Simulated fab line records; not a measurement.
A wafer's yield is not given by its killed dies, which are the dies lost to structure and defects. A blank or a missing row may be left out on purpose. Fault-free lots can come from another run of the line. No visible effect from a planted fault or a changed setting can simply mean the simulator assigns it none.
Split-lot study    flow n5-finfet    on a route of 1938 steps: 7 lots, 21 wafers read

## ABOUT THE SPLIT
At N5_FIN_SAQP_ETCH_65 (etches SiO2 in CF4, target depth 4 nm, time 4.4 s), the setting time-s was moved away from the recipe's 4.4 s on 6 of the 21 wafers read, by -21.0% to +9.6%. The other wafers ran this setting at the recipe's value.

Reading taken at the split's own step.

## THE READING
etch.depth-nm (the simulator's own value, which no gauge read), in nm, at N5_FIN_SAQP_ETCH_65 (etches SiO2 in CF4, target depth 4 nm, time 4.4 s). There is no usual value for it anywhere in the file. Here, 15 wafers ran the recipe; their average is 4.006 nm with a standard deviation of 0.041 nm.

wafer   tool, chamber at the split  time-s as run, s  against the recipe  etch.depth-nm, nm  against lot-mates on the recipe
L074.1  rie-si-06, 0                4.4               recipe              3.942              -
L074.2  rie-si-06, 1                4.4               recipe              3.994              -
L074.5  rie-si-06, 2                4.4               recipe              4.005              -
L075.1  rie-si-04, 2                4.4               recipe              4.053              -
L075.2  rie-si-04, 0                4.4               recipe              4.1                -
L075.3  rie-si-04, 1                4.4               recipe              4.036              -
L077.1  rie-si-05, 3                4.4               recipe              3.951              -
L077.3  rie-si-05, 2                3.948             -10.3%              3.71               -0.241
L077.5  rie-si-05, 0                3.948             -10.3%              3.523              -0.428
L080.1  rie-si-04, 2                4.4               recipe              4.005              -
L080.2  rie-si-04, 0                4.4               recipe              4.003              -
L080.6  rie-si-04, 2                4.674             +6.2%               4.261              +0.257
L088.1  rie-si-06, 3                4.4               recipe              4.02               -
L088.2  rie-si-06, 1                4.4               recipe              4.009              -
L088.4  rie-si-06, 2                4.4               recipe              4.038              -
L092.1  rie-si-04, 2                4.4               recipe              3.96               -
L092.2  rie-si-04, 3                4.821             +9.6%               4.252              +0.292
L092.3  rie-si-04, 0                4.4               recipe              3.959              -
L093.1  rie-si-04, 2                3.478             -21.0%              3.169              -0.844
L093.2  rie-si-04, 0                4.4               recipe              4.013              -
L093.5  rie-si-04, 0                3.478             -21.0%              3.127              -0.886

FIT RESULTS
A straight line over all 21 wafers: etch.depth-nm changes by +0.039 nm for each +1% of time-s; r = +0.98; the points scatter about the line by 0.057 nm.
The same after taking each lot's own level away (the mean of its wafers on the recipe; 21 wafers): +0.0389 nm for each +1%; r = +0.99; scatter 0.048 nm.
The reading moves by 0.82 nm for the largest change in time-s, on that fit.
From 3.9510 to 4.0630 nm: that is the span of the lots' own levels, equal to 2.8 times the standard deviation above.
The two slopes agree, so the slope changes little with the lot-to-lot level.
Check: with one of the wafers moved furthest among these (-21.0%) left out of the fit, the line predicts -0.801 nm for it against its lot-mates. It came out at -0.844 nm against them.

## THE OTHER SPLITS THESE WAFERS WENT THROUGH
Before the reading, these wafers also passed through other splits. Each is held against what the fit with the lots' levels taken away leaves over:
other split on the same wafers  wafers away from the commonest value  r with etch.depth-nm (lot level and that fit taken away)
N5_FIN_SAQP_PEB_14 peb-time-s   7                                     +0.13

## FILE'S OWN FIT
etch.depth-nm changes by +0.0385 nm for each +1% of time-s, r = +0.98.
